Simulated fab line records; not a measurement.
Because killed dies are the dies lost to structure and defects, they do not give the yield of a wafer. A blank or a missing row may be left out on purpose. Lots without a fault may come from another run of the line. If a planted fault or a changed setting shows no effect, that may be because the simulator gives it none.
What tool caused it? ; flow n5_finfet ; 23 lots with 69 wafers sampled at 5 steps, on a route of 1938 steps

WHAT EACH GAUGE READ, for each wafer
N5_BEOL_M11_RS_MEAS_57: the measuring method here is four-point-probe.
lot;measured;on;M11_RS (ohm/sq)
L075;day 11 11:27;film_metro-02;0.148 0.152 0.148
L074;day 11 09:23;film_metro-01;0.152 0.153 0.149
L079;day 12 01:37;film_metro-01;0.148 0.155 0.152
L077;day 12 14:47;film_metro-01;0.157 0.154 0.149
L078;day 12 21:58;film_metro-02;0.147 0.156 0.148
L081;day 13 04:53;film_metro-02;0.154 0.156 0.154
L080;day 13 09:55;film_metro-01;0.149 0.148 0.146
L082;day 13 13:26;film_metro-01;0.150 0.150 0.150
L083;day 13 14:26;film_metro-02;0.149 0.153 0.146
L084;day 13 17:04;film_metro-01;0.152 0.154 0.156
L085;day 13 19:15;film_metro-01;0.152 0.151 0.155
L086;day 14 14:38;film_metro-01;0.156 0.152 0.155
L087;day 14 21:11;film_metro-02;0.153 0.150 0.147
L090;day 15 00:31;film_metro-01;0.154 0.149 0.153
L088;day 15 04:34;film_metro-02;0.148 0.151 0.150
L089;day 15 04:53;film_metro-02;0.151 0.152 0.151
L092;day 15 12:01;film_metro-01;0.153 0.152 0.149
L091;day 15 17:56;film_metro-01;0.152 0.153 0.155
L093;day 16 00:23;film_metro-02;0.150 0.145 0.154
L095;day 16 07:58;film_metro-02;0.146 0.152 0.159
L094;day 16 08:16;film_metro-01;0.149 0.151 0.152
L096;day 17 10:19;film_metro-01;0.148 0.157 0.153
L097;day 18 21:32;film_metro-02;0.152 0.154 0.152

N5_BEOL_M11_INSPECT_58: inspects for defects (darkfield).
lot;measured;on;raw_defect_count
L075;day 11 11:28;defect_inspect-01;59 85 55
L074;day 11 09:25;defect_inspect-02;64 66 49
L079;day 12 01:38;defect_inspect-02;58 53 15
L077;day 12 14:49;defect_inspect-01;43 45 98
L078;day 12 22:00;defect_inspect-02;62 58 87
L081;day 13 04:55;defect_inspect-01;82 43 64
L080;day 13 09:56;defect_inspect-01;63 74 101
L082;day 13 13:28;defect_inspect-01;75 32 51
L083;day 13 14:27;defect_inspect-01;67 74 43
L084;day 13 17:05;defect_inspect-01;92 63 72
L085;day 13 19:16;defect_inspect-01;117 69 57
L086;day 14 14:40;defect_inspect-01;65 44 76
L087;day 14 21:13;defect_inspect-01;82 58 82
L090;day 15 00:33;defect_inspect-02;113 46 47
L088;day 15 04:35;defect_inspect-02;81 87 113
L089;day 15 04:55;defect_inspect-02;56 75 80
L092;day 15 12:02;defect_inspect-02;161 69 83
L091;day 15 17:58;defect_inspect-01;63 84 120
L093;day 16 00:25;defect_inspect-01;37 55 64
L095;day 16 07:59;defect_inspect-02;63 93 43
L094;day 16 08:17;defect_inspect-02;69 80 69
L096;day 17 10:20;defect_inspect-01;58 57 58
L097;day 18 21:34;defect_inspect-02;77 72 113

WHAT TOOL EACH LOT RAN ON (gives the tool, then ch and the chambers of the sampled wafers, and finally the start)
lot;N5_BEOL_M11_DESCUM_16;N5_BEOL_M11_STRIP_77;N5_BEOL_M11_SURFACE_TREAT_76
L075;rie_diel-03 ch 1,3, day 11 03:39;rie_diel-05 ch 1,3, day 11 10:17 or earlier;pvd_sputter-02, day 11 10:17
L074;rie_diel-06 ch 1,2,3, day 11 03:49;rie_diel-06 ch 0,3, day 11 08:10 or earlier;pvd_sputter-03, day 11 08:10
L079;rie_diel-06 ch 0,1,2, day 11 18:32;rie_diel-06 ch 0,1,2, day 11 23:14 or earlier;pvd_sputter-01, day 11 23:14
L077;rie_diel-03 ch 0,2,3, day 12 10:06;rie_diel-06 ch 1,2,3, day 12 12:58 or earlier;pvd_sputter-03, day 12 12:58
L078;rie_diel-05 ch 0,1,2, day 12 12:53;rie_diel-06 ch 1,3, day 12 19:14 or earlier;pvd_sputter-02, day 12 19:14
L081;rie_diel-05 ch 1,2, day 12 23:02;rie_diel-06 ch 0,2,3, day 13 03:20 or earlier;pvd_sputter-03, day 13 03:20
L080;rie_diel-06 ch 1,2, day 13 03:13;rie_diel-03 ch 0,1,2, day 13 08:08 or earlier;pvd_sputter-03, day 13 08:08
L082;rie_diel-03 ch 0,1,3, day 13 07:50;rie_diel-03 ch 0,2, day 13 12:08 or earlier;pvd_sputter-02, day 13 12:08
L083;rie_diel-03 ch 0,1, day 13 08:05;rie_diel-03 ch 1,2, day 13 12:49 or earlier;pvd_sputter-02, day 13 12:49
L084;rie_diel-05 ch 2,3, day 13 12:52;rie_diel-06 ch 0,2,3, day 13 15:43 or earlier;pvd_sputter-03, day 13 15:43
L085;rie_diel-03 ch 0,1, day 13 15:11;rie_diel-05 ch 0,1,2, day 13 18:01 or earlier;pvd_sputter-01, day 13 18:01
L086;rie_diel-06 ch 0,1, day 14 08:50;rie_diel-06 ch 0,1,3, day 14 11:44 or earlier;pvd_sputter-01, day 14 11:44
L087;rie_diel-05 ch 0,1,3, day 14 15:37;rie_diel-03 ch 0,1, day 14 19:36 or earlier;pvd_sputter-01, day 14 19:36
L090;rie_diel-06 ch 2,3, day 14 20:42;rie_diel-05 ch 0,1,3, day 14 23:13 or earlier;pvd_sputter-01, day 14 23:13
L088;rie_diel-06 ch 0,2,3, day 14 22:27;rie_diel-05 ch 1,3, day 15 03:20 or earlier;pvd_sputter-02, day 15 03:20
L089;rie_diel-03 ch 0,1,2, day 14 22:41;rie_diel-06 ch 0,2, day 15 03:35 or earlier;pvd_sputter-01, day 15 03:35
L092;rie_diel-03 ch 0,1,2, day 15 03:01;rie_diel-05 ch 1,3, day 15 10:49 or earlier;pvd_sputter-02, day 15 10:49
L091;rie_diel-05 ch 2,3, day 15 11:08;rie_diel-05 ch 1,2,3, day 15 16:21 or earlier;pvd_sputter-01, day 15 16:21
L093;rie_diel-06 ch 1,3, day 15 19:07;rie_diel-06 ch 0,1,3, day 15 22:52 or earlier;pvd_sputter-01, day 15 22:52
L095;rie_diel-06 ch 1,3, day 16 02:55;rie_diel-03 ch 1,2,3, day 16 06:44 or earlier;pvd_sputter-03, day 16 06:44
L094;rie_diel-03 ch 0,1,3, day 16 03:32;rie_diel-05 ch 0,1,2, day 16 06:50 or earlier;pvd_sputter-01, day 16 06:50
L096;rie_diel-03 ch 2,3, day 17 05:43;rie_diel-06 ch 1,2,3, day 17 08:43 or earlier;pvd_sputter-02, day 17 08:43
L097;rie_diel-05 ch 1,2,3, day 18 14:33;rie_diel-06 ch 0,2,3, day 18 19:25 or earlier;pvd_sputter-01, day 18 19:25
- N5_BEOL_M11_DESCUM_16: chemistry O2, time 7.9 s.
- N5_BEOL_M11_STRIP_77: strips in N2/H2, time 10 s.
- N5_BEOL_M11_SURFACE_TREAT_76

WHAT THE TOOLS THEMSELVES READ (means of the sampled wafers that have a number; where no wafer has one, the mark that the record gives instead)
N5_BEOL_M11_DESCUM_16.
lot;tool;chamber_pressure_mTorr (mTorr);drypump_motor_current_A (A);oes_product_au (a.u.);rf_vpp_V (V);showerhead_plenum_p_Torr (Torr);throttle_valve_pct (%)
L075;rie_diel-03;19.984;5.2;0.83;243.7;2.14;20.31
L074;rie_diel-06;19.994;5.7;0.76;243.2;2.07;20.52
L079;rie_diel-06;20.024;5.8;0.75;242.9;2.07;20.49
L077;rie_diel-03;20.003;5.6;0.76;243.9;2.09;20.28
L078;rie_diel-05;20.005;5.6;0.79;243.0;2.08;20.41
L081;rie_diel-05;20.004;5.9;0.85;243.2;2.07;20.28
L080;rie_diel-06;19.999;5.7;0.77;241.3;1.98;20.60
L082;rie_diel-03;19.997;5.3;0.78;242.6;2.10;20.32
L083;rie_diel-03;20.003;5.4;0.80;241.4;2.04;20.24
L084;rie_diel-05;20.007;5.7;0.77;243.3;2.10;20.43
L085;rie_diel-03;20.004;5.4;0.80;242.5;2.04;20.23
L086;rie_diel-06;19.995;5.8;0.72;243.3;2.07;20.34
L087;rie_diel-05;19.993;6.1;0.75;242.7;2.07;20.48
L090;rie_diel-06;19.984;5.9;0.74;243.8;2.12;20.62
L088;rie_diel-06;20.027;5.9;0.72;243.8;2.13;20.46
L089;rie_diel-03;19.997;5.7;0.75;241.5;2.03;20.22
L092;rie_diel-03;20.004;5.6;0.75;242.1;2.03;20.24
L091;rie_diel-05;20.013;5.7;0.75;243.1;2.10;20.45
L093;rie_diel-06;19.993;5.6;0.72;243.1;2.07;20.41
L095;rie_diel-06;20.001;5.6;0.72;242.2;2.07;20.41
L094;rie_diel-03;19.986;5.3;0.76;244.0;2.09;20.35
L096;rie_diel-03;20.010;5.8;0.72;242.5;2.04;20.24
L097;rie_diel-05;20.005;5.8;0.77;242.7;2.07;20.40

N5_BEOL_M11_STRIP_77.
lot;tool;chamber_pressure_mTorr (mTorr);drypump_motor_current_A (A);oes_product_au (a.u.);rf_vpp_V (V);showerhead_plenum_p_Torr (Torr);throttle_valve_pct (%)
L075;rie_diel-05;19.986;6.4;0.84;58.9;2.50;23.6
L074;rie_diel-06;19.988;5.8;0.73;59.6;2.63;23.4
L079;rie_diel-06;20.012;5.8;0.75;58.9;2.51;23.8
L077;rie_diel-06;19.991;5.8;0.75;58.4;2.51;23.9
L078;rie_diel-06;19.995;5.6;0.75;58.5;2.44;23.8
L081;rie_diel-06;19.989;5.9;0.73;59.2;2.60;23.7
L080;rie_diel-03;20.000;5.7;0.77;59.2;2.46;23.3
L082;rie_diel-03;20.000;5.9;0.72;59.1;2.45;23.4
L083;rie_diel-03;20.019;5.7;0.79;58.4;2.43;23.2
L084;rie_diel-06;19.998;5.9;0.72;59.8;2.60;23.7
L085;rie_diel-05;20.005;5.6;0.78;59.3;2.51;23.5
L086;rie_diel-06;19.984;5.7;0.72;59.5;2.53;23.6
L087;rie_diel-03;19.991;5.5;0.76;59.3;2.49;23.4
L090;rie_diel-05;20.013;6.1;0.75;59.5;2.50;23.7
L088;rie_diel-05;19.992;6.4;0.80;59.3;2.49;23.6
L089;rie_diel-06;19.987;6.0;0.71;60.1;2.60;23.6
L092;rie_diel-05;19.982;6.2;0.76;58.9;2.51;23.8
L091;rie_diel-05;20.001;5.8;0.78;59.6;2.52;23.6
L093;rie_diel-06;20.004;5.7;0.72;59.3;2.53;23.6
L095;rie_diel-03;19.997;5.5;0.76;58.9;2.50;23.4
L094;rie_diel-05;19.985;5.7;0.85;58.7;2.50;23.5
L096;rie_diel-06;19.991;5.7;0.72;58.7;2.49;23.9
L097;rie_diel-06;19.976;5.9;0.70;59.2;2.58;23.7

THE ANSWER, worked out from the rows above alone
Rule: usual is defined by the lots themselves. The widest of any qualifying gaps counts: lots, ordered by their means at a reading, are off when they make up no more than a third of the lots, leave a main group of 4 or more, and stand apart from it by 3 or more times the standard deviation of that group's means. A main group whose means are all the same, to the digits that the tables above print for the reading, isn't used. Also off: a lot with no number at a reading for which 4 or more lots have one. The other lots that the step has rows for count as sound. The gauges are gone through in route order, then the tools' own readings, and for those a lot's mean is taken as printed above. At the first step where some lot is off, the reading lying furthest off is the one used; lots without a number count as furthest.
Across all readings shown, no lot is off: no conclusion can be drawn from this.

WHAT WAS PUT IN BY THE SIMULATOR
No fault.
